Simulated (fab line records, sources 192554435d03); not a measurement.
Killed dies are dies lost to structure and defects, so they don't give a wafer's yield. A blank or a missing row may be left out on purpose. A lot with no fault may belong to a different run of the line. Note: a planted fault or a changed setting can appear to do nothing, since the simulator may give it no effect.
Matching of chambers :: flow n5 finfet :: N5_BEOL_M0_SAQP_ETCH_88 on rie diel-06 has 4 sister chambers
The step etches underlayer in N2/H2, target depth 6.5 nm, time 5.2 s. 4 wafers are shown with their chamber, then 8 later ones without.

== WAFERS WITH THEIR CHAMBER ==
wafer: L079.4
chamber: 2
showerhead plenum p Torr (Torr): 2.51

wafer: L082.5
chamber: 3
showerhead plenum p Torr (Torr): 2.60

wafer: L084.4
chamber: 0
showerhead plenum p Torr (Torr): 2.45

wafer: L085.1
chamber: 1
showerhead plenum p Torr (Torr): 2.53

== WAFERS WITHOUT THEIR CHAMBER ==
wafer: L085.2
showerhead plenum p Torr (Torr): 2.51

wafer: L085.3
showerhead plenum p Torr (Torr): 2.45

wafer: L090.1
showerhead plenum p Torr (Torr): 2.53

wafer: L090.3
showerhead plenum p Torr (Torr): 2.59

wafer: L090.6
showerhead plenum p Torr (Torr): 2.59

wafer: L095.2
showerhead plenum p Torr (Torr): 2.59

wafer: L095.5
showerhead plenum p Torr (Torr): 2.50

wafer: L095.6
showerhead plenum p Torr (Torr): 2.59

== CHAMBER TAKEN BY EACH ==
wafer: L085.2
from the rows above: 2
in truth: 2

wafer: L085.3
from the rows above: 0
in truth: 0

wafer: L090.1
from the rows above: 1
in truth: 1

wafer: L090.3
from the rows above: 3
in truth: 3

wafer: L090.6
from the rows above: 3
in truth: 3

wafer: L095.2
from the rows above: 3
in truth: 3

wafer: L095.5
from the rows above: 2
in truth: 2

wafer: L095.6
from the rows above: 3
in truth: 3
8 of 8 placed correctly. From these rows, 0 cannot be placed. 0 placed wrongly.
How it was worked out, from the rows above alone: a wafer's distance from a chamber is the root of the sum, over the readings, of the square of ((its reading less the chamber's mean) divided by the reading's scatter). The wafer belongs to the nearest chamber; if the next one is less than 2 further off, it can't be placed. For every chamber, the mean is computed from those of its wafers that are shown. The scatter (one wafer shown for each chamber): square how far every hidden wafer sits from the nearest shown wafer, average those squares and take the square root.
